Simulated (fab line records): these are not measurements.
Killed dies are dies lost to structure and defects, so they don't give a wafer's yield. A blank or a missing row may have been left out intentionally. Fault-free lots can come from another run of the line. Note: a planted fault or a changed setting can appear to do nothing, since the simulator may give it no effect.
Chamber matching || flow nand-harc || NHARC_P_GATE_STRIP_108 on rie-diel-04 has 4 sister chambers
The step strips in O2. 8 wafers are shown with their chamber, then 8 later ones without.

## WAFERS WITH THEIR CHAMBER
{"wafer": "L277.1", "chamber": 1, "showerhead-plenum-p-Torr (Torr)": 3.65, "drypump-motor-current-A (A)": 5.59}
{"wafer": "L277.5", "chamber": 1, "showerhead-plenum-p-Torr (Torr)": 3.65, "drypump-motor-current-A (A)": 5.59}
{"wafer": "L280.2", "chamber": 3, "showerhead-plenum-p-Torr (Torr)": 3.51, "drypump-motor-current-A (A)": 5.77}
{"wafer": "L284.4", "chamber": 0, "showerhead-plenum-p-Torr (Torr)": 3.74, "drypump-motor-current-A (A)": 6.16}
{"wafer": "L290.1", "chamber": 0, "showerhead-plenum-p-Torr (Torr)": 3.73, "drypump-motor-current-A (A)": 6.14}
{"wafer": "L290.2", "chamber": 3, "showerhead-plenum-p-Torr (Torr)": 3.51, "drypump-motor-current-A (A)": 5.78}
{"wafer": "L290.3", "chamber": 2, "showerhead-plenum-p-Torr (Torr)": 3.62, "drypump-motor-current-A (A)": 5.35}
{"wafer": "L291.2", "chamber": 2, "showerhead-plenum-p-Torr (Torr)": 3.62, "drypump-motor-current-A (A)": 5.36}

## WAFERS WITHOUT THEIR CHAMBER
{"wafer": "L291.4", "showerhead-plenum-p-Torr (Torr)": 3.65, "drypump-motor-current-A (A)": 5.58}
{"wafer": "L291.5", "showerhead-plenum-p-Torr (Torr)": 3.51, "drypump-motor-current-A (A)": 5.82}
{"wafer": "L292.3", "showerhead-plenum-p-Torr (Torr)": 3.62, "drypump-motor-current-A (A)": 5.33}
{"wafer": "L292.4", "showerhead-plenum-p-Torr (Torr)": 3.73, "drypump-motor-current-A (A)": 6.15}
{"wafer": "L292.6", "showerhead-plenum-p-Torr (Torr)": 3.73, "drypump-motor-current-A (A)": 6.16}
{"wafer": "L294.1", "showerhead-plenum-p-Torr (Torr)": 3.61, "drypump-motor-current-A (A)": 5.33}
{"wafer": "L294.2", "showerhead-plenum-p-Torr (Torr)": 3.51, "drypump-motor-current-A (A)": 5.82}
{"wafer": "L294.6", "showerhead-plenum-p-Torr (Torr)": 3.62, "drypump-motor-current-A (A)": 5.36}

## WHICH CHAMBER EACH ONE RAN IN
{"wafer": "L291.4", "from the rows above": 1, "in truth": 1}
{"wafer": "L291.5", "from the rows above": 3, "in truth": 3}
{"wafer": "L292.3", "from the rows above": 2, "in truth": 2}
{"wafer": "L292.4", "from the rows above": 0, "in truth": 0}
{"wafer": "L292.6", "from the rows above": 0, "in truth": 0}
{"wafer": "L294.1", "from the rows above": 2, "in truth": 2}
{"wafer": "L294.2", "from the rows above": 3, "in truth": 3}
{"wafer": "L294.6", "from the rows above": 2, "in truth": 2}
Correctly placed: 8 of 8. Can't be placed from these rows: 0. Placed wrongly: 0.
How it was worked out, from the rows above alone: a wafer's distance from a chamber is the root of the sum, over the readings, of the square of ((its reading less the chamber's mean) divided by the reading's scatter). If the next closest chamber is less than 2 further off than the closest, the wafer can't be placed; otherwise it belongs to the closest. For every chamber, the mean is computed from those of its wafers that are shown. The scatter: the root of (the sum of the squares of (reading less its chamber's mean) over the shown wafers, divided by (wafers less chambers)).
